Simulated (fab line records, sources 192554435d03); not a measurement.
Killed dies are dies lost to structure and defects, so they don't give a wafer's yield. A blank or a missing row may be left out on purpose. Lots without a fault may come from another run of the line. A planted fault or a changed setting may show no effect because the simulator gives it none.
A struck lot beside a sound one | flow n5_finfet | 20 steps out of a route of 1938
Sound: wafers L503.1, L503.2, L503.3. Struck: wafers L510.2, L510.4, L510.5. The cause comes at the end.
At each step with rows: each side's tool, then ch and its chambers, then its first start. Under that, the readings that differ: sound wafers | struck wafers | difference of the means | sigmas: that difference in standard deviations of wafers without a fault.
alike: readings whose means differ by less than 2 such deviations, and words and numbers that are the same on both sides. not compared: withheld readings, readings that some wafer has no value for, bounds like >300 that may hide the same value, and numbers for which the record gives no deviation and whose values overlap.
The two part at a step that has a row with sigmas, a row that says differs or no value, or rows on one side only. Numbers that don't overlap but have no deviation are shown without sigmas and don't part them. A reading that every wafer of one side lacks parts them only if that side has two wafers or more.

first, 9 steps without rows for these wafers: N5_BEOL_M2_CO_CAP_55 (material Co, precursor CCTBA/H2, target thk 2 nm, time 102.1 s); N5_BEOL_M2_PRE_CLEAN_56 (time 15 s); N5_BEOL_M2_DEP_57 (deposits SiCN from 3MS/NH3, target thk 8 nm, time 14 s); N5_BEOL_M3_ILD_DEP_00 (deposits SiOC from DEMS/O2, target thk 79 nm, time 15.3 s); N5_BEOL_M3_PECVD_72 (deposits SiO2 from TEOS/O2, target thk 16 nm, time 18 s); N5_BEOL_M3_HM_DEP_02 (deposits TiN, target thk 20 nm); N5_BEOL_M3_COAT_61 (time 60 s, resist thk 60 nm); N5_BEOL_M3_COAT_62 (time 60 s, resist thk 12 nm); N5_BEOL_M3_COAT_73 (time 60 s, resist thk 5 nm).
N5_BEOL_M3_COAT_05: resist thk 30 nm.
  sound on litho_track-05 ch 0, day 8 03:02; struck on litho_track-05 ch 0, day 9 13:06
  reading                                      | sound                | struck               | difference | sigmas
  spin_speed_rpm (rpm)                         | 1498.2 1498.6 1498.5 | 1446.9 1446.4 1446.3 | -51.9      | -55
  model.CAR-EUV_of_BEOL_M3_COAT_05.thk_nm (nm) | 29.8 30 30.2         | 30.4 30.4 30.4       | +0.4       |
  alike: chill_plate_temp_C, exhaust_pa
then, 7 steps without rows for these wafers: N5_BEOL_M3_EBR_07; N5_BEOL_M3_SOFTBAKE_06 (time 60 s); N5_BEOL_M3_EXPOSE_08 (exposes mask M3); N5_BEOL_M3_PEB_09 (peb time 60 s); N5_BEOL_M3_DEVELOP_10 (develop time 30 s); N5_BEOL_M3_DESCUM_16 (chemistry O2, time 7 s); N5_BEOL_M3_ETCH_74 (etches underlayer in N2/H2, target depth 6.5 nm, time 5.2 s).
N5_BEOL_M3_ETCH_63: etches SiARC in CF4, target depth 15.6 nm, time 26 s.
  sound on rie_diel-06 ch 0,1,3, day 8 03:28; struck on rie_diel-04 ch 1,2, day 9 14:40
  alike: drypump_motor_current_A, etch_rf_on_time_s, oes_product_au, rf_vpp_V, showerhead_plenum_p_Torr, throttle_valve_pct
  not compared: rf_hours_counter_h, model.CAR-EUV_of_BEOL_M3_COAT_05.thk_nm
then, 1 step without rows for these wafers: N5_BEOL_M3_ETCH_64 (etches SOC in N2/H2, target depth 75 nm, overetch 15 nm, time 112.5 s).
N5_BEOL_M4_RC_MEAS_101:
  sound on prober-02 ch 0, day 9 03:38; struck on prober-02 ch 0, day 10 21:56
  alike: DIBL_N, DIBL_P, IOFF_N, IOFF_P, ION_N, ION_P, SS_N, SS_P, VT_N, VT_P

WHERE THEY PART
Only at N5_BEOL_M3_COAT_05, within this record. Later steps at which nothing parts them and some readings are alike: N5_BEOL_M3_ETCH_63, N5_BEOL_M4_RC_MEAS_101.

WHY: what the simulator had put in
Process parameter drift: litho_track-05, from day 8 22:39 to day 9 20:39, at N5_BEOL_M3_COAT_05. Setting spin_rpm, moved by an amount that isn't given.
